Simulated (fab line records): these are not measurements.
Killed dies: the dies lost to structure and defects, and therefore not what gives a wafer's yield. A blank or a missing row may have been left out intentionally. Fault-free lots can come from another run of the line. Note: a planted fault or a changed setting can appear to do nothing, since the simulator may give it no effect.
8D (eight disciplines) problem report, filled in by code	flow nand_harc	the parts of the form that need people (team, actions taken, sign-off) are left out

1. THE PROBLEM
At NHARC_P_CONTACT_INSPECT_14, raw_defect_count averages 837.9 over 9 wafers from 3 lots, while fault-free wafers read 3.6, standard deviation 1.9. So: +99 or more standard deviations from the usual mean.
The first sign was on wafer L268.1 at day 9 15:16, on defect_inspect-02. The record holds 39 wafers of 13 lots with a number at this step. Rule for "out", or "out of limits": more than 4 standard deviations from the usual mean. Any other wafer with a number is counted as sound.

2. WHAT IT IS, WHAT IT ISN'T
question	is	is not
which readings at this step	raw_defect_count	-
which lots	L267, L268, L269	L253, L256, L257, L259, L260, L263, L264, L266, L270, L276
which wafers of those lots	all that have a number	-
read on which gauges	defect_inspect-01, defect_inspect-02	-
when	from day 9 15:16	up to then (24 sound wafers); but 6 sound wafers of L270, L276 came after

3. WHAT RULES OUT EACH SUSPECT
Counting: a tool stays on the suspect list if, at a process step up to the reading, it processed all lots that are out and no sound lot following the first of them.
- the gauge at NHARC_P_CONTACT_INSPECT_14 is ruled out. 2 gauges (defect_inspect-01, defect_inspect-02) read the wafers that are out.
- plasma_asher-02 at NHARC_P_GATE_STRIP_113 (strips in N2/H2, time 740 s): ruled out as a lasting fault. Following L268 (day 9 10:45), the first lot on it that is out, the sound lots L270, L276 were run on it.
- cmp-03 at NHARC_P_CONTACT_CMP_01 (polishes SiO2, target thk 200 nm): kept. It processed each lot that is out, first L268 at day 9 14:22, and no sound lot thereafter; up to then, the last sound lot it processed was L264 at day 8 21:52.
After counting, what remains is cmp-03 at NHARC_P_CONTACT_CMP_01.

4. THE CAUSE (what the simulator had put in)
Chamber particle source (cmp-03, NHARC_P_CONTACT_CMP_01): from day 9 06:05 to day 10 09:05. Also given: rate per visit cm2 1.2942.
The count eliminated every tool but this one.

5. THE CHAIN OF EFFECTS, in route order
One row per reading whose mean, taken over the struck wafers that have a number, lies over 3 standard deviations from the usual. Only readings for which the record gives a usual standard deviation are gone through. hours: the time from each lot's start at the first step in this table that gives one to its start at this step, as a median over the lots. sigmas: the change in usual standard deviations.
hours	step	reading	usual	on struck wafers	change	sigmas
0	NHARC_P_CONTACT_INSPECT_14	raw_defect_count	3.6	837.9	+834.3	+99 or more
329	NHARC_END_SORT_01	killed_at_periphery	3.1	458.8	+455.7	+99 or more
329	NHARC_END_SORT_01	killed_dies	33	482	+449	+41

6. WHAT WOULD HAVE CAUGHT IT SOONER
In this record the first reading out of limits at a measuring or inspecting step was taken at day 9 15:16, 9 hours after the fault began at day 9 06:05.
Of the tool readings at NHARC_P_CONTACT_CMP_01 for which the record gives a usual standard deviation, none was out on any struck wafer, so an alarm limit of 4 standard deviations on them would not have fired.
Of the lots that are out (3), L269, L267 began NHARC_P_CONTACT_CMP_01 on cmp-03 after day 9 15:16. A hold on the tool at that time would have spared those 2.
